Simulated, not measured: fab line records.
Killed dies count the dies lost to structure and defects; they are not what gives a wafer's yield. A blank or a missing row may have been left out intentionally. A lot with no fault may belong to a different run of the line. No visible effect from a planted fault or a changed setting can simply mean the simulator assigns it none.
Matching of chambers    flow nand harc    3 sister chambers for NHARC_A_M1_DEP_33 on pecvd-03
The step deposits SiCN, target thk 30 nm. 3 wafers are shown with their chamber, then 10 later ones without.

## WAFERS, EACH WITH ITS CHAMBER
wafer   chamber  heater power w (W)
L091.1  1        636
L091.4  0        616
L091.5  2        576

## WAFERS WHOSE CHAMBER IS MISSING
wafer   heater power w (W)
L091.6  618
L090.3  632
L090.4  649
L090.5  628
L092.1  723
L092.5  632
L092.6  708
L095.3  714
L095.5  643
L095.6  720

## THE CHAMBER EACH PASSED THROUGH
wafer   from the rows above           in truth
L091.6  can't be placed: 0 or 1 or 2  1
L090.3  can't be placed: 1 or 0 or 2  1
L090.4  can't be placed: 1 or 0 or 2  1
L090.5  can't be placed: 1 or 0 or 2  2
L092.1  can't be placed: 1 or 0 or 2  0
L092.5  can't be placed: 1 or 0 or 2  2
L092.6  can't be placed: 1 or 0 or 2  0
L095.3  can't be placed: 1 or 0 or 2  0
L095.5  can't be placed: 1 or 0 or 2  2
L095.6  can't be placed: 1 or 0 or 2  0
Placed correctly: 0 of 10. Not placeable from these rows: 10 (in 10, the candidates include the true chamber). Number placed wrongly: 0.
How it was worked out, from the rows above alone: a wafer's distance from a chamber is the root of the sum, over the readings, of the square of ((its reading less the chamber's mean) divided by the reading's scatter). The wafer belongs to the nearest chamber; if the next one is less than 2 further off, it can't be placed. Each chamber's mean is taken over the wafers shown for it. The scatter: with one shown wafer a chamber, the root of the mean of the squares of how far each hidden wafer lies from its nearest shown one.
